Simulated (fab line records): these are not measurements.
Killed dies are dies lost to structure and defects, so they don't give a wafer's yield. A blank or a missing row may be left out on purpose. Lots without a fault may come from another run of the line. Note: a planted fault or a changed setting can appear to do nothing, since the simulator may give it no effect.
Matching of chambers + flow n5Finfet + rieDiel-03 running N5_FIN_CUT_STRIP_24: 4 sister chambers
The step strips in CF4. 16 wafers are shown with their chamber, then 8 later ones without.

== EACH WAFER AND ITS CHAMBER ==
| wafer  | chamber | showerheadPlenumPTorr (Torr) | throttleValvePct (%) | oesProductAu (a.u.) |
|--------|---------|------------------------------|----------------------|---------------------|
| L075.3 | 0       | 1.71                         | 13.69                | 0.69                |
| L075.4 | 3       | 1.70                         | 13.93                | 0.68                |
| L075.5 | 0       | 1.71                         | 13.69                | 0.68                |
| L078.2 | 2       | 1.73                         | 13.76                | 0.73                |
| L078.5 | 1       | 1.86                         | 13.59                | 0.77                |
| L078.6 | 2       | 1.73                         | 13.77                | 0.72                |
| L082.1 | 2       | 1.73                         | 13.77                | 0.72                |
| L082.2 | 3       | 1.70                         | 13.94                | 0.67                |
| L082.4 | 2       | 1.73                         | 13.78                | 0.73                |
| L084.1 | 0       | 1.71                         | 13.72                | 0.68                |
| L084.3 | 1       | 1.86                         | 13.60                | 0.76                |
| L084.5 | 1       | 1.86                         | 13.62                | 0.77                |
| L085.3 | 2       | 1.73                         | 13.80                | 0.72                |
| L085.5 | 1       | 1.86                         | 13.61                | 0.76                |
| L085.6 | 0       | 1.70                         | 13.73                | 0.68                |
| L086.1 | 1       | 1.86                         | 13.61                | 0.76                |

SIGNATURES, as means of the wafers listed above
| reading               | chamber 0 | chamber 1 | chamber 2 | chamber 3 | scatter within a chamber |
|-----------------------|-----------|-----------|-----------|-----------|--------------------------|
| showerheadPlenumPTorr | 1.7075    | 1.8600    | 1.7300    | 1.7000    | 0.0025                   |
| throttleValvePct      | 13.7075   | 13.6060   | 13.7760   | 13.9350   | 0.0152                   |
| oesProductAu          | 0.6825    | 0.7640    | 0.7240    | 0.6750    | 0.00552                  |
Rule: distance of a wafer from a chamber = root of the sum over the readings of ((wafer's reading minus chamber's mean) / reading's scatter) squared. The wafer belongs to the nearest chamber; if the next one is less than 2 further off, it can't be placed. The scatter is the square root of a quotient: the sum, over the shown wafers, of each reading's squared deviation from its chamber's mean, divided by wafers minus chambers.

== WAFERS WITH NO CHAMBER GIVEN ==
| wafer  | showerheadPlenumPTorr (Torr) | throttleValvePct (%) | oesProductAu (a.u.) |
|--------|------------------------------|----------------------|---------------------|
| L086.4 | 1.73                         | 13.81                | 0.72                |
| L086.5 | 1.86                         | 13.63                | 0.76                |
| L087.1 | 1.86                         | 13.63                | 0.75                |
| L087.5 | 1.86                         | 13.63                | 0.75                |
| L087.6 | 1.73                         | 13.80                | 0.72                |
| L092.3 | 1.86                         | 13.65                | 0.75                |
| L092.5 | 1.86                         | 13.64                | 0.75                |
| L092.6 | 1.72                         | 13.83                | 0.71                |

== WHICH CHAMBER EACH ONE RAN IN ==
| wafer  | from the rows above | in truth |
|--------|---------------------|----------|
| L086.4 | 2                   | 2        |
| L086.5 | 1                   | 1        |
| L087.1 | 1                   | 1        |
| L087.5 | 1                   | 1        |
| L087.6 | 2                   | 2        |
| L092.3 | 1                   | 1        |
| L092.5 | 1                   | 1        |
| L092.6 | 2                   | 2        |
Correct placement for 8 of the 8. Left unplaced by these rows: 0. Wrongly placed: 0.
